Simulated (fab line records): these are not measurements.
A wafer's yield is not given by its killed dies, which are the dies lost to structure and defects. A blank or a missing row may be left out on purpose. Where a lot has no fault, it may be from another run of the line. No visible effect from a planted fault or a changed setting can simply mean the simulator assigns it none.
A single fault, viewed from 2 desks / flow n5-finfet / what lay behind the numbers comes last; until then each desk has only its own

TOOL OWNER'S DESK, rie-si-05
The tool's own readings at N5_BEOL_M0_SAQP_MANDREL_ETCH_20 (etches a-Si in HBr/Cl2, stops on SiNx, target depth 60 nm, bt time 10 s, time 30 s): means of the sampled wafers that have a number, for each lot that ran on this tool. Any lot whose mean is over 4 standard deviations away from the usual mean is out of limits and marked OUT; that distance is given in the brackets.
Columns: A = bias-w at N5_BEOL_M0_SAQP_MANDREL_ETCH_20, usual 75.02 W; B = chamber-pressure-mTorr at N5_BEOL_M0_SAQP_MANDREL_ETCH_20, usual 9.999 mTorr; C = drypump-motor-current-A at N5_BEOL_M0_SAQP_MANDREL_ETCH_20, usual 5.6 A; D = mfc-cl2-sccm at N5_BEOL_M0_SAQP_MANDREL_ETCH_20, usual 80.04 sccm; E = oes-product-au at N5_BEOL_M0_SAQP_MANDREL_ETCH_20, usual 0.778 a.u.; F = rf-fwd-power-W at N5_BEOL_M0_SAQP_MANDREL_ETCH_20, usual 794.4 W; G = throttle-valve-pct at N5_BEOL_M0_SAQP_MANDREL_ETCH_20, usual 35.6 %
lot=L322; first seen here=day 9 08:28; A=74.99; B=9.993; C=4.9; D=80.01; E=0.774; F=793.6; G=35.7
lot=L323; first seen here=day 9 11:48; A=75.09; B=9.996; C=5.0; D=80.18; E=0.787; F=921.2 (+45) OUT; G=35.8
This desk finds L323 out of limits, L323 being first, at day 9 11:48 (rf-fwd-power-W at N5_BEOL_M0_SAQP_MANDREL_ETCH_20). In limits: L322.

METROLOGY DESK
What the gauges read, lot by lot, whatever tool the lot ran on: means of the sampled wafers that have a number. Any lot whose mean is over 4 standard deviations away from the usual mean is out of limits and marked OUT; that distance is given in the brackets. Shown here are 7 of its 10 readings, the ones lying furthest out on some lot.
Columns: A = DIBL_N at N5_BEOL_M4_RC_MEAS_101, usual 36.2 mV/V; B = DIBL_P at N5_BEOL_M4_RC_MEAS_101, usual 36.6 mV/V; C = IOFF_P at N5_BEOL_M4_RC_MEAS_101, usual 0.21 nA/um; D = ION_N at N5_BEOL_M4_RC_MEAS_101, usual 675 uA/um; E = ION_P at N5_BEOL_M4_RC_MEAS_101, usual 460 uA/um; F = SS_N at N5_BEOL_M4_RC_MEAS_101, usual 71.4 mV/dec; G = VT_P at N5_BEOL_M4_RC_MEAS_101, usual -252 mV
lot=L322; first seen here=day 11 06:42; A=36.9; B=37.9; C=0.20; D=666; E=452; F=72.0; G=-253
lot=L323; first seen here=day 11 09:24; A=34.0; B=35.1; C=0.16; D=663; E=443; F=70.8; G=-259
lot=L326; first seen here=day 12 03:58; A=35.6; B=36.3; C=0.18; D=671; E=451; F=71.1; G=-255
Result from this desk: across the 3 lots, nothing is out of limits.

PUT TOGETHER
The tool owner's desk could have raised an alarm at day 9 11:48, on L323.
From the metrology desk's view, nothing was out of limits.
The metrology desk holds a record of L323, inside its limits.
The lots listed all ran N5_BEOL_M0_SAQP_MANDREL_ETCH_20 on rie-si-05.

WHAT THE SIMULATOR PUT IN
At N5_BEOL_M0_SAQP_MANDREL_ETCH_20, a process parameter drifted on rie-si-05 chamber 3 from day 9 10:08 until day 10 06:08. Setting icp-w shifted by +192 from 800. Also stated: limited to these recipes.
Struck lots among those shown: L323.
How many hours passed from the start of the fault until each desk's first out-of-limits reading: the tool owner's desk, 2.
